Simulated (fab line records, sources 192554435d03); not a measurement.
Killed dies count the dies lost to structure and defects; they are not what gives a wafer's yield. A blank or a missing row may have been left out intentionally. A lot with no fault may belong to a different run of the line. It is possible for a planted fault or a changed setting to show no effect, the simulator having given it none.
Matching of chambers | flow n5_finfet | 3 sister chambers for N5_BEOL_M10_PECVD_70 on pecvd-04
The step deposits SiO2 from TEOS/O2, target thk 20 nm, time 22.7 s. 3 wafers are shown with their chamber, then 8 later ones without.

== WAFERS PAIRED WITH THEIR CHAMBERS ==
wafer  | chamber | showerhead_plenum_p_Torr (Torr)
L089.3 | 2       | 8.92
L089.4 | 0       | 8.76
L092.1 | 1       | 8.80

== WAFERS WITH NO CHAMBER GIVEN ==
wafer  | showerhead_plenum_p_Torr (Torr)
L092.4 | 8.81
L092.6 | 8.93
L093.1 | 8.79
L093.3 | 8.78
L093.4 | 8.79
L094.2 | 8.78
L094.3 | 8.91
L094.5 | 8.78

== WHICH CHAMBER EACH ONE RAN IN ==
wafer  | from the rows above     | in truth
L092.4 | 1                       | 1
L092.6 | 2                       | 2
L093.1 | can't be placed: 1 or 0 | 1
L093.3 | can't be placed: 0 or 1 | 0
L093.4 | can't be placed: 1 or 0 | 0
L094.2 | can't be placed: 0 or 1 | 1
L094.3 | 2                       | 2
L094.5 | can't be placed: 0 or 1 | 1
3 of 8 placed correctly. Not placeable from these rows: 5 (in 5, the candidates include the true chamber). 0 placed wrongly.
How it was worked out, from the rows above alone: a wafer's distance from a chamber is the root of the sum, over the readings, of the square of ((its reading less the chamber's mean) divided by the reading's scatter). If the next closest chamber is less than 2 further off than the closest, the wafer can't be placed; otherwise it belongs to the closest. Each chamber's mean is taken over the wafers shown for it. The scatter: root of mean squared gap, hidden wafer to nearest shown wafer, with one shown wafer a chamber.
